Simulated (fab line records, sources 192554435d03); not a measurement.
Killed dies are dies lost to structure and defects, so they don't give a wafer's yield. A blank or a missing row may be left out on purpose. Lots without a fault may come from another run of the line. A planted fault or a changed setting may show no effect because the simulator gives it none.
Which tool did it? | flow n5_finfet | 24 lots, 72 wafers sampled, at 4 steps of a route of 1938

WHAT THE GAUGES READ, wafer by wafer
N5_BEOL_M2_CD_MEAS_35: target cd 18 nm, target cd y 22.2 nm.
lot  | measured     | on        | cd_nm (nm)
L074 | day 6 20:41  | cd_sem-01 | 17.6 18.2 17.8
L075 | day 7 00:08  | cd_sem-02 | 18.5 18.6 18.7
L076 | day 7 10:52  | cd_sem-01 | 17.5 17.6 17.8
L077 | day 7 13:59  | cd_sem-02 | 18.1 18.0 17.4
L079 | day 8 01:12  | cd_sem-02 | 17.7 17.7 17.8
L078 | day 8 01:31  | cd_sem-02 | 17.8 17.9 18.2
L080 | day 8 06:14  | cd_sem-01 | 17.6 17.8 17.6
L081 | day 8 16:19  | cd_sem-01 | 18.0 18.0 17.4
L082 | day 9 02:49  | cd_sem-02 | 18.5 18.1 18.4
L083 | day 9 10:01  | cd_sem-01 | 17.5 18.0 17.9
L084 | day 9 18:04  | cd_sem-03 | 18.0 18.0 18.0
L085 | day 9 21:06  | cd_sem-01 | 17.8 17.5 17.8
L086 | day 10 02:00 | cd_sem-01 | 18.0 17.6 18.1
L087 | day 10 04:21 | cd_sem-01 | 17.8 18.2 17.5
L088 | day 10 07:22 | cd_sem-01 | 18.2 17.8 18.4
L090 | day 10 21:50 | cd_sem-03 | 18.2 17.8 18.6
L089 | day 10 23:17 | cd_sem-02 | 18.1 18.1 18.3
L091 | day 11 03:32 | cd_sem-02 | 18.5 17.6 17.7
L092 | day 11 05:20 | cd_sem-01 | 17.9 18.0 18.0
L094 | day 11 21:18 | cd_sem-03 | 18.2 17.7 18.3
L093 | day 12 00:43 | cd_sem-03 | 18.4 18.5 18.5
L095 | day 12 10:11 | cd_sem-03 | 17.7 18.0 18.6
L096 | day 12 14:37 | cd_sem-02 | 17.9 18.2 17.6
L097 | day 12 16:31 | cd_sem-03 | 18.4 18.4 18.0

WHICH TOOL RAN EACH LOT (tool, then ch and the chambers of the sampled wafers, then the start)
lot  | N5_BEOL_M2_STRIP_66                | N5_BEOL_M2_TRENCH_ETCH_37                     | N5_BEOL_M2_STRIP_97
L074 | rie_diel-06 ch 0,1,3, day 6 15:56  | rie_diel-02 ch 0,1,3, day 6 20:41 or earlier  | rie_diel-02 ch 0,1,3, day 6 20:41 or earlier
L075 | rie_diel-02 ch 0,1, day 6 21:04    | rie_diel-02 ch 0,1,2, day 7 00:08 or earlier  | rie_diel-02 ch 0,1,2, day 7 00:08 or earlier
L076 | rie_diel-05 ch 0,2,3, day 7 05:19  | rie_diel-06 ch 1,2,3, day 7 10:52 or earlier  | rie_diel-06 ch 1,2,3, day 7 10:52 or earlier
L077 | rie_diel-05 ch 1,3, day 7 08:43    | rie_diel-02 ch 0,2,3, day 7 13:59 or earlier  | rie_diel-02 ch 0,2,3, day 7 13:59 or earlier
L079 | rie_diel-06 ch 1,2, day 7 18:17    | rie_diel-06 ch 0,2,3, day 8 01:12 or earlier  | rie_diel-06 ch 0,2,3, day 8 01:12 or earlier
L078 | rie_diel-05 ch 0,2,3, day 7 21:20  | rie_diel-05 ch 0,1, day 8 01:31 or earlier    | rie_diel-05 ch 0,1, day 8 01:31 or earlier
L080 | rie_diel-02 ch 0,2, day 8 02:56    | rie_diel-02 ch 1,2, day 8 06:14 or earlier    | rie_diel-02 ch 1,2, day 8 06:14 or earlier
L081 | rie_diel-06 ch 0,2,3, day 8 08:27  | rie_diel-02 ch 0,1, day 8 16:19 or earlier    | rie_diel-02 ch 0,1, day 8 16:19 or earlier
L082 | rie_diel-02 ch 0,2,3, day 8 21:38  | rie_diel-06 ch 0,1,2, day 9 02:49 or earlier  | rie_diel-06 ch 0,1,2, day 9 02:49 or earlier
L083 | rie_diel-02 ch 0,3, day 9 06:20    | rie_diel-06 ch 1,2,3, day 9 10:01 or earlier  | rie_diel-06 ch 1,2,3, day 9 10:01 or earlier
L084 | rie_diel-02 ch 0,2,3, day 9 09:46  | rie_diel-05 ch 0,1,3, day 9 18:04 or earlier  | rie_diel-05 ch 0,1,3, day 9 18:04 or earlier
L085 | rie_diel-02 ch 0,2,3, day 9 18:51  | rie_diel-02 ch 1,2, day 9 21:06 or earlier    | rie_diel-02 ch 1,2, day 9 21:06 or earlier
L086 | rie_diel-05 ch 0,1,2, day 9 21:44  | rie_diel-05 ch 1,2,3, day 10 02:00 or earlier | rie_diel-05 ch 1,2,3, day 10 02:00 or earlier
L087 | rie_diel-05 ch 0,3, day 10 02:37   | rie_diel-06 ch 0,1,2, day 10 04:21 or earlier | rie_diel-06 ch 0,1,2, day 10 04:21 or earlier
L088 | rie_diel-05 ch 0,2,3, day 10 03:41 | rie_diel-05 ch 1,2,3, day 10 07:22 or earlier | rie_diel-05 ch 1,2,3, day 10 07:22 or earlier
L090 | rie_diel-02 ch 0,1,2, day 10 14:28 | rie_diel-05 ch 1,3, day 10 21:50 or earlier   | rie_diel-05 ch 1,3, day 10 21:50 or earlier
L089 | rie_diel-02 ch 0,1, day 10 15:36   | rie_diel-05 ch 1,2, day 10 23:17 or earlier   | rie_diel-05 ch 1,2, day 10 23:17 or earlier
L091 | rie_diel-06 ch 2,3, day 10 22:28   | rie_diel-05 ch 1,3, day 11 03:32 or earlier   | rie_diel-05 ch 1,3, day 11 03:32 or earlier
L092 | rie_diel-05 ch 0,1,2, day 10 23:59 | rie_diel-05 ch 1,3, day 11 05:20 or earlier   | rie_diel-05 ch 1,3, day 11 05:20 or earlier
L094 | rie_diel-02 ch 0,2,3, day 11 13:32 | rie_diel-05 ch 0,1,2, day 11 21:18 or earlier | rie_diel-05 ch 0,1,2, day 11 21:18 or earlier
L093 | rie_diel-05 ch 0,2,3, day 11 13:53 | rie_diel-05 ch 0,1, day 12 00:43 or earlier   | rie_diel-05 ch 0,1, day 12 00:43 or earlier
L095 | rie_diel-02 ch 0,1,2, day 12 08:07 | rie_diel-02 ch 1,2,3, day 12 10:11 or earlier | rie_diel-02 ch 1,2,3, day 12 10:11 or earlier
L096 | rie_diel-05 ch 0,2, day 12 08:15   | rie_diel-06 ch 0,1, day 12 14:37 or earlier   | rie_diel-06 ch 0,1, day 12 14:37 or earlier
L097 | rie_diel-02 ch 1,2,3, day 12 11:06 | rie_diel-06 ch 1,2,3, day 12 16:31 or earlier | rie_diel-06 ch 1,2,3, day 12 16:31 or earlier
- N5_BEOL_M2_STRIP_66: strips in CF4.
- N5_BEOL_M2_TRENCH_ETCH_37: etches SiOC in C4F6/O2, target depth 55.555 nm, time 29.2 s.
- N5_BEOL_M2_STRIP_97: strips in N2/H2, time 10 s.

WHAT THE TOOLS THEMSELVES READ (means of the sampled wafers that have a number; where no wafer has one, the mark that the record gives instead)
N5_BEOL_M2_STRIP_66.
lot  | tool        | cf4_flow_sccm (sccm) | drypump_motor_current_A (A) | oes_product_au (a.u.) | rf_vpp_V (V) | showerhead_plenum_p_Torr (Torr) | throttle_valve_pct (%)
L074 | rie_diel-06 | 149.8                | 5.8                         | 0.76                  | 271.3        | 1.79                            | 13.80
L075 | rie_diel-02 | 150.1                | 6.5                         | 0.79                  | 273.2        | 1.86                            | 13.34
L076 | rie_diel-05 | 149.6                | 5.4                         | 0.86                  | 271.8        | 1.84                            | 13.39
L077 | rie_diel-05 | 150.2                | 4.9                         | 0.75                  | 272.6        | 1.85                            | 13.72
L079 | rie_diel-06 | 149.7                | 5.3                         | 0.71                  | 269.4        | 1.71                            | 13.99
L078 | rie_diel-05 | 149.9                | 5.4                         | 0.84                  | 272.1        | 1.84                            | 13.40
L080 | rie_diel-02 | 150.2                | 6.1                         | 0.73                  | 271.5        | 1.83                            | 13.53
L081 | rie_diel-06 | 149.8                | 5.6                         | 0.75                  | 270.6        | 1.80                            | 13.74
L082 | rie_diel-02 | 150.5                | 6.0                         | 0.71                  | 271.4        | 1.80                            | 13.59
L083 | rie_diel-02 | 150.4                | 6.0                         | 0.69                  | 270.4        | 1.77                            | 13.64
L084 | rie_diel-02 | 149.7                | 6.0                         | 0.70                  | 271.3        | 1.80                            | 13.60
L085 | rie_diel-02 | 149.9                | 6.0                         | 0.70                  | 271.9        | 1.80                            | 13.60
L086 | rie_diel-05 | 149.8                | 5.5                         | 0.85                  | 271.7        | 1.83                            | 13.45
L087 | rie_diel-05 | 149.8                | 5.2                         | 0.75                  | 271.0        | 1.82                            | 13.58
L088 | rie_diel-05 | 150.1                | 5.4                         | 0.80                  | 272.6        | 1.84                            | 13.46
L090 | rie_diel-02 | 150.0                | 6.3                         | 0.75                  | 272.3        | 1.84                            | 13.48
L089 | rie_diel-02 | 150.4                | 6.4                         | 0.75                  | 271.9        | 1.82                            | 13.45
L091 | rie_diel-06 | 150.4                | 5.3                         | 0.75                  | 270.3        | 1.77                            | 13.78
L092 | rie_diel-05 | 150.6                | 5.5                         | 0.83                  | 272.3        | 1.82                            | 13.48
L094 | rie_diel-02 | 149.9                | 6.0                         | 0.80                  | 271.2        | 1.79                            | 13.45
L093 | rie_diel-05 | 150.0                | 5.4                         | 0.80                  | 272.6        | 1.83                            | 13.48
L095 | rie_diel-02 | 150.3                | 6.3                         | 0.73                  | 272.0        | 1.83                            | 13.53
L096 | rie_diel-05 | 150.2                | 5.8                         | 0.84                  | 272.0        | 1.80                            | 13.29
L097 | rie_diel-02 | 150.1                | 6.1                         | 0.80                  | 270.6        | 1.83                            | 13.43

N5_BEOL_M2_TRENCH_ETCH_37.
lot  | tool        | bias_w (W) | drypump_motor_current_A (A) | oes_product_au (a.u.) | rf_vpp_V (V) | showerhead_plenum_p_Torr (Torr) | throttle_valve_pct (%)
L074 | rie_diel-02 | 185.1      | 6.2                         | 0.76                  | 670          | 2.88                            | 20.65
L075 | rie_diel-02 | 184.7      | 6.3                         | 0.77                  | 674          | 2.92                            | 20.61
L076 | rie_diel-06 | 185.3      | 5.6                         | 0.76                  | 669          | 2.81                            | 21.07
L077 | rie_diel-02 | 185.0      | 6.0                         | 0.72                  | 675          | 2.86                            | 20.73
L079 | rie_diel-06 | 184.8      | 5.6                         | 0.77                  | 666          | 2.85                            | 21.01
L078 | rie_diel-05 | 184.3      | 5.7                         | 0.89                  | 670          | 2.81                            | 20.66
L080 | rie_diel-02 | 185.4      | 6.1                         | 0.76                  | 676          | 2.95                            | 20.67
L081 | rie_diel-02 | 184.6      | 6.5                         | 0.77                  | 670          | 2.88                            | 20.59
L082 | rie_diel-06 | 184.9      | 5.6                         | 0.79                  | 666          | 2.85                            | 21.14
L083 | rie_diel-06 | 184.7      | 5.6                         | 0.86                  | 673          | 2.92                            | 20.98
L084 | rie_diel-05 | 184.4      | 5.3                         | 0.80                  | 671          | 2.86                            | 20.83
L085 | rie_diel-02 | 184.7      | 6.1                         | 0.75                  | 676          | 2.95                            | 20.68
L086 | rie_diel-05 | 185.1      | 5.2                         | 0.79                  | 675          | 2.94                            | 20.90
L087 | rie_diel-06 | 185.1      | 5.6                         | 0.78                  | 665          | 2.84                            | 21.16
L088 | rie_diel-05 | 184.7      | 5.2                         | 0.78                  | 673          | 2.94                            | 20.91
L090 | rie_diel-05 | 184.4      | 5.0                         | 0.72                  | 675          | 2.91                            | 20.99
L089 | rie_diel-05 | 184.8      | 5.3                         | 0.82                  | 679          | 2.91                            | 20.99
L091 | rie_diel-05 | 185.1      | 5.1                         | 0.75                  | 678          | 2.88                            | 21.06
L092 | rie_diel-05 | 184.9      | 5.1                         | 0.76                  | 678          | 2.88                            | 21.06
L094 | rie_diel-05 | 185.2      | 5.5                         | 0.84                  | 672          | 2.88                            | 20.78
L093 | rie_diel-05 | 185.5      | 5.4                         | 0.81                  | 675          | 2.83                            | 20.92
L095 | rie_diel-02 | 185.4      | 6.1                         | 0.81                  | 673          | 2.89                            | 20.63
L096 | rie_diel-06 | 184.5      | 5.8                         | 0.93                  | 661          | 2.86                            | 20.93
L097 | rie_diel-06 | 184.9      | 5.6                         | 0.81                  | 672          | 2.90                            | 21.03

N5_BEOL_M2_STRIP_97.
lot  | tool        | drypump_motor_current_A (A) | oes_product_au (a.u.) | rf_vpp_V (V) | showerhead_plenum_p_Torr (Torr) | throttle_valve_pct (%)
L074 | rie_diel-02 | 6.2                         | 0.76                  | 58.8         | 2.57                            | 23.4
L075 | rie_diel-02 | 6.3                         | 0.77                  | 59.4         | 2.61                            | 23.4
L076 | rie_diel-06 | 5.6                         | 0.77                  | 58.9         | 2.51                            | 24.0
L077 | rie_diel-02 | 6.0                         | 0.72                  | 59.5         | 2.56                            | 23.5
L079 | rie_diel-06 | 5.6                         | 0.77                  | 58.7         | 2.54                            | 23.9
L078 | rie_diel-05 | 5.7                         | 0.89                  | 59.4         | 2.51                            | 23.6
L080 | rie_diel-02 | 6.2                         | 0.76                  | 60.0         | 2.65                            | 23.6
L081 | rie_diel-02 | 6.4                         | 0.76                  | 58.1         | 2.58                            | 23.3
L082 | rie_diel-06 | 5.6                         | 0.79                  | 59.2         | 2.55                            | 24.1
L083 | rie_diel-06 | 5.6                         | 0.85                  | 59.4         | 2.61                            | 23.9
L084 | rie_diel-05 | 5.3                         | 0.80                  | 59.6         | 2.56                            | 23.7
L085 | rie_diel-02 | 6.1                         | 0.75                  | 59.0         | 2.64                            | 23.6
L086 | rie_diel-05 | 5.2                         | 0.79                  | 58.2         | 2.64                            | 23.7
L087 | rie_diel-06 | 5.6                         | 0.78                  | 59.2         | 2.54                            | 24.1
L088 | rie_diel-05 | 5.2                         | 0.79                  | 59.4         | 2.64                            | 23.7
L090 | rie_diel-05 | 4.9                         | 0.72                  | 58.8         | 2.61                            | 23.8
L089 | rie_diel-05 | 5.3                         | 0.83                  | 59.4         | 2.61                            | 23.9
L091 | rie_diel-05 | 5.1                         | 0.76                  | 59.7         | 2.59                            | 24.0
L092 | rie_diel-05 | 5.1                         | 0.75                  | 59.1         | 2.59                            | 24.0
L094 | rie_diel-05 | 5.5                         | 0.84                  | 60.6         | 2.57                            | 23.6
L093 | rie_diel-05 | 5.4                         | 0.81                  | 58.9         | 2.53                            | 23.9
L095 | rie_diel-02 | 6.1                         | 0.81                  | 59.4         | 2.59                            | 23.5
L096 | rie_diel-06 | 5.8                         | 0.92                  | 59.7         | 2.57                            | 24.0
L097 | rie_diel-06 | 5.6                         | 0.80                  | 59.3         | 2.59                            | 24.0

THE ANSWER, worked out from the rows above alone
Rule: what is usual is taken from the lots themselves. Put in order of their means at a reading, lots are off if they are a third of the lots or fewer, leave a main group of 4 or more, and stand apart from it by a gap of 3 or more times the standard deviation of the main group's means; of several such gaps the widest counts. A main group whose means are all the same, to the digits that the tables above print for the reading, isn't used. A lot without any number at a reading at which 4 lots or more have one is off too. The other lots that the step has rows for count as sound. The gauges are gone through in route order, then the tools' own readings, and for those a lot's mean is taken as printed above. The first step at which some lot is off is used, and at that step the reading that is off furthest; a lot without a number counts as furthest.
No lot is off at any reading shown: from this, nothing can be told.

WHAT THE SIMULATOR HAD PUT IN
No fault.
